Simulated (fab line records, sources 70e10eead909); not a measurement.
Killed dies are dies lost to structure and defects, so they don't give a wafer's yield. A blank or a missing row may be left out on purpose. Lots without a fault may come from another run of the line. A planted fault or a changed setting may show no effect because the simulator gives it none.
Chamber matching | flow nand_harc | NHARC_P_ZERO_WELL_DESCUM_26 on rie_diel-03: 4 sister chambers
The step chemistry O2, time 3 s. 4 wafers are shown with their chamber, then 9 later ones without.

WAFERS WITH THEIR CHAMBER
wafer  | chamber | drypump_motor_current_A (A)
L081.6 | 3       | 5.6
L082.2 | 0       | 5.1
L086.2 | 2       | 5.4
L086.5 | 1       | 6.0

WAFERS WITHOUT THEIR CHAMBER
wafer  | drypump_motor_current_A (A)
L087.3 | 5.6
L087.4 | 5.1
L087.5 | 6.0
L090.3 | 6.0
L090.4 | 5.6
L090.5 | 6.0
L094.3 | 5.6
L094.4 | 5.4
L094.5 | 5.5

WHICH CHAMBER EACH WENT THROUGH
wafer  | from the rows above     | in truth
L087.3 | 3                       | 3
L087.4 | 0                       | 0
L087.5 | 1                       | 1
L090.3 | 1                       | 1
L090.4 | 3                       | 3
L090.5 | 1                       | 1
L094.3 | 3                       | 3
L094.4 | 2                       | 2
L094.5 | can't be placed: 2 or 3 | 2
Placed correctly: 8 of 9. Can't be placed from these rows: 1 (the true chamber is among the candidates in 1). Placed wrongly: 0.
How it was worked out, from the rows above alone: a wafer's distance from a chamber is the root of the sum, over the readings, of the square of ((its reading less the chamber's mean) divided by the reading's scatter). The wafer belongs to the nearest chamber; if the next one is less than 2 further off, it can't be placed. A chamber's mean is the mean of its shown wafers. The scatter: with one shown wafer a chamber, the root of the mean of the squares of how far each hidden wafer lies from its nearest shown one.
